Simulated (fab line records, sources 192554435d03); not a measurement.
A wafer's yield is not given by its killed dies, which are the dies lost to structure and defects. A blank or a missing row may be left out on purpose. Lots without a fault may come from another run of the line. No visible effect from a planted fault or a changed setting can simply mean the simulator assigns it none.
Split-lot trial -- flow n5-finfet -- route with 1938 steps; 7 lots, 21 wafers read

## SPLIT DETAILS
At N5_BEOL_M3_COAT_68 (time 60 s, resist thk 12 nm), the setting spin-rpm was moved away from the recipe's 1500 rpm on 7 of the 21 wafers read, by -8.4% to +8.7%. All remaining wafers had this setting at the recipe value.

## FROM THE SPLIT TO THE READING: what the file shows between them, 4 steps
- N5_BEOL_M3_COAT_76: time 60 s, resist thk 5 nm
- N5_BEOL_M3_COAT_22: resist thk 30 nm
- N5_BEOL_M3_DESCUM_33: chemistry O2, time 7 s
- N5_BEOL_M3_ETCH_77: etches underlayer in N2/H2, target depth 6.5 nm, time 5.2 s

## THE READING
etch.depth-nm (the simulator's own value, which no gauge read), in nm, at N5_BEOL_M3_ETCH_69 (etches SiARC in CF4, target depth 15.6 nm, time 26 s). The file does not state a usual value for it. Here, 14 wafers ran the recipe; their average is 12.00 nm with a standard deviation of 0.028 nm.

wafer,"tool, chamber at the split","spin-rpm as run, rpm",against the recipe,"etch.depth-nm, nm",against lot-mates on the recipe
L080.1,"litho-track-01, 0",1413,-5.8%,12.38,+0.40
L080.3,"litho-track-01, 0",1500,recipe,11.98,-
L080.6,"litho-track-01, 0",1413,-5.8%,12.29,+0.31
L081.1,"litho-track-01, 0",1601,+6.7%,11.54,-0.41
L081.6,"litho-track-01, 0",1601,+6.7%,11.54,-0.41
L081.4,"litho-track-01, 0",1500,recipe,11.95,-
L083.4,"litho-track-03, 0",1500,recipe,12.02,-
L083.5,"litho-track-03, 0",1630,+8.7%,11.51,-0.51
L083.6,"litho-track-03, 0",1630,+8.7%,11.48,-0.54
L082.2,"litho-track-01, 0",1500,recipe,11.94,-
L082.4,"litho-track-01, 0",1500,recipe,11.97,-
L082.5,"litho-track-01, 0",1374,-8.4%,12.51,+0.55
L089.2,"litho-track-05, 0",1500,recipe,12,-
L089.3,"litho-track-05, 0",1500,recipe,12.02,-
L089.4,"litho-track-05, 0",1500,recipe,12.02,-
L093.1,"litho-track-05, 0",1500,recipe,12,-
L093.4,"litho-track-05, 0",1500,recipe,12.03,-
L093.5,"litho-track-05, 0",1500,recipe,12.02,-
L094.2,"litho-track-05, 0",1500,recipe,12.03,-
L094.3,"litho-track-05, 0",1500,recipe,12,-
L094.6,"litho-track-05, 0",1500,recipe,12.01,-

FIT RESULTS
A straight line over all 21 wafers: etch.depth-nm changes by -0.0609 nm for each +1% of spin-rpm; r = -0.99; the points scatter about the line by 0.034 nm.
The same after taking each lot's own level away (the mean of its wafers on the recipe; 21 wafers): -0.0619 nm for each +1%; r = -1.00; scatter 0.02 nm.
The reading moves by 0.54 nm for the largest change in spin-rpm, on that fit.
The lots' own levels span 11.950 to 12.020 nm, that is 2.5 times the standard deviation above.
The two slopes are in agreement: the lot-to-lot level therefore moves the slope only a little.
Check: -0.54 nm against its lot-mates is what the line predicts for one of the wafers moved furthest among these (+8.7%) when that wafer is left out of the fit. Against them it came out at -0.51 nm.

## THESE WAFERS: OTHER SPLITS
Before the reading, these wafers also passed through other splits. Each is held against what the fit with the lots' levels taken away leaves over:
other split on the same wafers,wafers away from the commonest value,r with etch.depth-nm (lot level and that fit taken away)
N5_BEOL_M2_DESCUM_33 time-s,4,-0.03
N5_BEOL_M2_SPUTTER_94 time-s,8,-0.06
N5_BEOL_M3_COAT_67 spin-rpm,7,+0.21

## THE WHOLE CHAIN: every reading that the file lists as answering this split, in the file's order
step,what it does,reading,change (the file's fit),r (the file's)
N5_BEOL_M3_COAT_68,"time 60 s, resist thk 12 nm","SiARC_of_BEOL_M3_COAT_68.thk-nm (the simulator's own value, which no gauge read)",-0.0615 nm for each +1% of the setting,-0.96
N5_BEOL_M3_ETCH_69,"etches SiARC in CF4, target depth 15.6 nm, time 26 s","etch.depth-nm (the simulator's own value, which no gauge read)",-0.0626 nm for each +1% of the setting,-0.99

## THE FILE'S OWN FIT
etch.depth-nm changes by -0.0626 nm for each +1% of spin-rpm, r = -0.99.
